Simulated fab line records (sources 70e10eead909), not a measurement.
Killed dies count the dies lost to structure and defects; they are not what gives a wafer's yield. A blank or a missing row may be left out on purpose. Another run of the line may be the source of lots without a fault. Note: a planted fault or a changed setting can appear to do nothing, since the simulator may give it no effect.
Chamber matching -- flow nand_harc -- NHARC_A_CHANNEL_FILL_D1_ALD_25 on ald_hk-03 has 4 sister chambers
The step deposits SiOx, target thk 60 nm, pulse time 10 s, ald cycles 600. 8 wafers are shown with their chamber, then 7 later ones without.

## WAFERS WITH THEIR CHAMBER
wafer,chamber,heater_power_w (W),precursor_pulse_height_rel
L369.6,0,481,0.999
L370.3,3,378,0.996
L370.5,2,504,1.042
L378.1,0,488,1.014
L378.2,1,429,1.002
L378.6,2,505,1.007
L379.2,3,387,1.021
L379.3,1,423,0.994

## WAFERS MISSING THEIR CHAMBER
wafer,heater_power_w (W),precursor_pulse_height_rel
L379.4,489,0.986
L385.2,495,0.973
L385.5,395,0.995
L385.6,491,0.986
L387.1,495,1.025
L387.3,394,0.994
L387.6,436,0.975

## WHICH CHAMBER EACH WENT THROUGH
wafer,from the rows above,in truth
L379.4,0,0
L385.2,can't be placed: 0 or 2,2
L385.5,3,3
L385.6,can't be placed: 0 or 2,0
L387.1,can't be placed: 2 or 0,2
L387.3,3,3
L387.6,1,1
Placed correctly: 4 of 7. These rows do not allow placing 3 (true chamber among the candidates in 3). 0 placed wrongly.
How it was worked out, from the rows above alone: a wafer's distance from a chamber is the root of the sum, over the readings, of the square of ((its reading less the chamber's mean) divided by the reading's scatter). If the next closest chamber is less than 2 further off than the closest, the wafer can't be placed; otherwise it belongs to the closest. Each chamber's mean is taken over the wafers shown for it. The scatter: the root of (the sum of the squares of (reading less its chamber's mean) over the shown wafers, divided by (wafers less chambers)).
